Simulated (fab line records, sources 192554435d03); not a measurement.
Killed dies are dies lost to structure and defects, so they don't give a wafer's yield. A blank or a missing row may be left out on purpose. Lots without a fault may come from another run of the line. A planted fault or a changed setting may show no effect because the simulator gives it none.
Chamber matching | flow n5_finfet | N5_GATE_CUT_CMP_43 on cmp-03: 4 sister chambers
The step polishes SiO2. 20 wafers are shown with their chamber, then 10 later ones without.

WAFERS WITH THEIR CHAMBER
wafer  | chamber | motor_current_A (A)
L074.2 | 0       | 10.9
L074.4 | 2       | 13.1
L074.6 | 0       | 10.7
L075.2 | 3       | 13.3
L075.5 | 3       | 12.4
L075.6 | 2       | 12.7
L077.2 | 2       | 12.5
L077.4 | 0       | 10.6
L077.5 | 3       | 12.7
L078.1 | 3       | 12.5
L078.2 | 2       | 12.6
L078.6 | 1       | 11.0
L082.1 | 3       | 12.1
L082.3 | 2       | 12.9
L082.5 | 1       | 11.7
L083.3 | 3       | 13.0
L083.4 | 1       | 11.5
L083.5 | 3       | 12.0
L086.1 | 2       | 12.7
L086.5 | 2       | 11.4

SIGNATURES (means of the wafers above)
reading         | chamber 0 | chamber 1 | chamber 2 | chamber 3 | scatter within a chamber
motor_current_A | 10.733    | 11.400    | 12.557    | 12.571    | 0.462
Rule: a wafer's distance from a chamber is the root of the sum, over the readings, of the square of ((its reading less the chamber's mean) divided by the reading's scatter). The wafer belongs to the nearest chamber; if the next one is less than 2 further off, it can't be placed. The scatter: the root of (the sum of the squares of (reading less its chamber's mean) over the shown wafers, divided by (wafers less chambers)).

WAFERS WITHOUT THEIR CHAMBER
wafer  | motor_current_A (A)
L086.6 | 12.4
L089.3 | 11.3
L089.4 | 11.0
L089.6 | 12.0
L091.3 | 12.3
L091.5 | 11.6
L091.6 | 12.0
L093.3 | 11.1
L093.4 | 10.9
L093.6 | 12.8

WHICH CHAMBER EACH WENT THROUGH
wafer  | from the rows above               | in truth
L086.6 | can't be placed: 2 or 3 or 1      | 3
L089.3 | can't be placed: 1 or 0           | 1
L089.4 | can't be placed: 0 or 1           | 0
L089.6 | can't be placed: 2 or 3 or 1 or 0 | 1
L091.3 | can't be placed: 2 or 3 or 1      | 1
L091.5 | can't be placed: 1 or 0 or 2 or 3 | 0
L091.6 | can't be placed: 2 or 3 or 1 or 0 | 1
L093.3 | can't be placed: 1 or 0           | 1
L093.4 | can't be placed: 0 or 1           | 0
L093.6 | can't be placed: 3 or 2           | 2
Placed correctly: 0 of 10. Can't be placed from these rows: 10 (the true chamber is among the candidates in 10). Placed wrongly: 0.
